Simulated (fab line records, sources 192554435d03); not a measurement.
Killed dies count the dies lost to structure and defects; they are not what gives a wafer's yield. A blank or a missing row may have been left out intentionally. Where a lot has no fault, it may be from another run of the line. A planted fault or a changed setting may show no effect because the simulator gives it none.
Split-lot study | flow n5Finfet | 21 wafers read across 7 lots, on a route 1938 steps long

== ABOUT THE SPLIT ==
At N5_BEOL_M12_ETCH_67 (etches SiARC in CF4, target depth 143 nm, time 238.3 s), the setting sourceW was moved away from the recipe's 545 W on 6 of the 21 wafers read, by -14.9% to +16.3%. This setting was run at the recipe's value on the other wafers.

The split's own step is where the reading is taken.

== THE READING ==
rfVppV, in V, at N5_BEOL_M12_ETCH_67 (etches SiARC in CF4, target depth 143 nm, time 238.3 s). On this fab line, fault-free wafers typically give 184.5 V with a standard deviation of 0.91 V.

wafer  | tool, chamber at the split | sourceW as run, W | against the recipe | rfVppV, V | against lot-mates on the recipe
L077.3 | rieDiel-04, 3              | 475               | -12.8%             | 194.4     | no lot-mate on the recipe
L077.4 | rieDiel-04, 1              | 475               | -12.8%             | 193.9     | no lot-mate on the recipe
L077.5 | rieDiel-04, 0              | 475               | -12.8%             | 192.3     | no lot-mate on the recipe
L079.1 | rieDiel-05, 1              | 545               | recipe             | 184.5     | -
L079.3 | rieDiel-05, 3              | 545               | recipe             | 185.4     | -
L079.5 | rieDiel-05, 3              | 463.6             | -14.9%             | 193.1     | +8.2
L080.2 | rieDiel-04, 0              | 545               | recipe             | 184.8     | -
L080.5 | rieDiel-04, 1              | 545               | recipe             | 184.5     | -
L080.6 | rieDiel-04, 0              | 545               | recipe             | 183.7     | -
L085.1 | rieDiel-05, 1              | 545               | recipe             | 184.2     | -
L085.5 | rieDiel-05, 0              | 545               | recipe             | 186.0     | -
L085.6 | rieDiel-05, 1              | 545               | recipe             | 185.5     | -
L088.2 | rieDiel-04, 1              | 633.9             | +16.3%             | 175.5     | -10.0
L088.3 | rieDiel-04, 3              | 545               | recipe             | 185.5     | -
L088.6 | rieDiel-04, 2              | 633.9             | +16.3%             | 174.4     | -11.1
L092.1 | rieDiel-04, 0              | 545               | recipe             | 183.7     | -
L092.2 | rieDiel-04, 3              | 545               | recipe             | 184.8     | -
L092.3 | rieDiel-04, 2              | 545               | recipe             | 183.9     | -
L095.1 | rieDiel-04, 3              | 545               | recipe             | 185.5     | -
L095.3 | rieDiel-04, 2              | 545               | recipe             | 184.2     | -
L095.6 | rieDiel-04, 3              | 545               | recipe             | 184.0     | -

FIT RESULTS
A straight line over all 21 wafers: rfVppV changes by -0.625 V for each +1% of sourceW; r = -0.99; the points scatter about the line by 0.85 V.
The same after taking each lot's own level away (the mean of its wafers on the recipe; 18 wafers): -0.614 V for each +1%; r = -0.99; scatter 0.65 V.
Per that fit: largest sourceW move, reading shift of 10 V.
From 184.13 to 185.50 V: that is the span of the lots' own levels, equal to 1.5 times the standard deviation above.
Hence the lot-to-lot level has little effect on the slope; both slopes agree.
Check: for one of the wafers moved furthest among these (+16.3%), held out of the fit, the line's prediction against its lot-mates is -10.2 V. It came out at -10 V against them.
Tool readings at the split's step, against how far the setting was moved: etchRfOnTimeS r = -0.98; rfVppV r = -0.99.

== OTHER SPLITS APPLIED TO THESE WAFERS ==
Note: prior to the reading, these wafers also went through further splits. Each is held against what the fit with the lots' levels taken away leaves over:
other split on the same wafers | wafers away from the commonest value | r with rfVppV (lot level and that fit taken away)
N5_BEOL_M8_EXPOSE_25 doseMj    | 5                                    | -0.22
N5_BEOL_M8_ETCH_65 sourceW     | 5                                    | +0.10
N5_BEOL_M9_ETCH_62 timeS       | 6                                    | -0.03
N5_BEOL_M9_COAT_22 spinRpm     | 7                                    | -0.39
N5_BEOL_M10_ETCH_41 sourceW    | 7                                    | -0.26
N5_BEOL_M11_CURE_72 timeS      | 7                                    | -0.14

== THE WHOLE CHAIN: every reading that the file lists as answering this split, in the file's order ==
step                | what it does                                           | reading       | change (the file's fit)              | r (the file's)
N5_BEOL_M12_ETCH_67 | etches SiARC in CF4, target depth 143 nm, time 238.3 s | etchRfOnTimeS | withheld for each +1% of the setting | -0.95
N5_BEOL_M12_ETCH_67 | etches SiARC in CF4, target depth 143 nm, time 238.3 s | rfVppV        | -0.599 V for each +1% of the setting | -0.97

== FILE'S OWN FIT ==
rfVppV changes by -0.599 V for each +1% of sourceW, r = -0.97.
